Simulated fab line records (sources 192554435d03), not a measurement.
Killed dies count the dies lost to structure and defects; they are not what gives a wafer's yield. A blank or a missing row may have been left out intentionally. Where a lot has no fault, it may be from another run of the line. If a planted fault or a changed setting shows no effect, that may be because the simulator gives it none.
8D (eight disciplines) problem report, filled in by code ; flow n5 finfet ; the parts of the form that need people (team, actions taken, sign-off) are left out

## 1. THE PROBLEM
Mean of spin speed rpm at N5_BEOL_M10_COAT_64: 1629.2 rpm across 6 wafers in 2 lots; on wafers with no fault it is 1499.9 rpm (standard deviation 1.2). So: +99 or more standard deviations from the usual mean.
The step: time 60 s, resist thk 30 nm.
Earliest sighting: wafer L510.1 on litho track-02 at day 11 13:44. The record holds 12 wafers of 4 lots with a number at this step. Rule for "out" (also "out of limits"): further than 4 standard deviations from the usual mean. All remaining wafers that have a number are taken as sound.

## 2. WHAT IT IS; WHAT IT IS NOT
question;is;is not
which readings at this step;spin speed rpm;heater power total W, plate temp C
which lots;L510, L513;L511, L525
which wafers of those lots;all that have a number;-
read on which tools;litho track-02;litho track-01
when;from day 11 13:44;"up to then (3 sound wafers); but 3 sound wafers of L525 came after"

## 3. THE SUSPECTS, EACH WITH WHAT RULES IT OUT
Counting: a tool at any process step up to the reading remains a suspect when it ran all the lots that are out and ran no sound lot after the first of those.
- litho track-02 at N5_BEOL_M10_COAT_64 (time 60 s, resist thk 30 nm): kept. All lots that are out passed through it, beginning with L510 at day 11 13:44, and no sound lot followed; its final sound lot before that point was L511 at day 11 13:29. On those wafers its own readings are out: spin speed rpm.
Remaining after the count: litho track-02 at N5_BEOL_M10_COAT_64.

## 4. THE CAUSE (what the simulator had put in)
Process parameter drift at N5_BEOL_M10_COAT_64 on litho track-02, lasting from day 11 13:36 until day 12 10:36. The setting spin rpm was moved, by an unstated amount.
The count eliminated every tool but this one.

## 5. THE CHAIN OF EFFECTS, in route order
One row per reading whose mean, taken over the struck wafers that have a number, lies over 3 standard deviations from the usual. Scope: only readings with a usual standard deviation given in the record; hours: median across lots of the time from each lot's start at the first step in this table that gives one to its start at this step; sigmas: change in usual standard deviations.
hours;step;reading;usual;on struck wafers;change;sigmas
0;N5_BEOL_M10_COAT_64;spin speed rpm;1499.9 rpm;1629.2;+129.3;+99 or more
Process steps it contains:
- N5_BEOL_M10_COAT_64: time 60 s, resist thk 30 nm.

## 6. WHAT WOULD HAVE CAUGHT IT SOONER
The fault began at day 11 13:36; the first out-of-limits reading in this record came at day 11 13:44, 0 hours later.
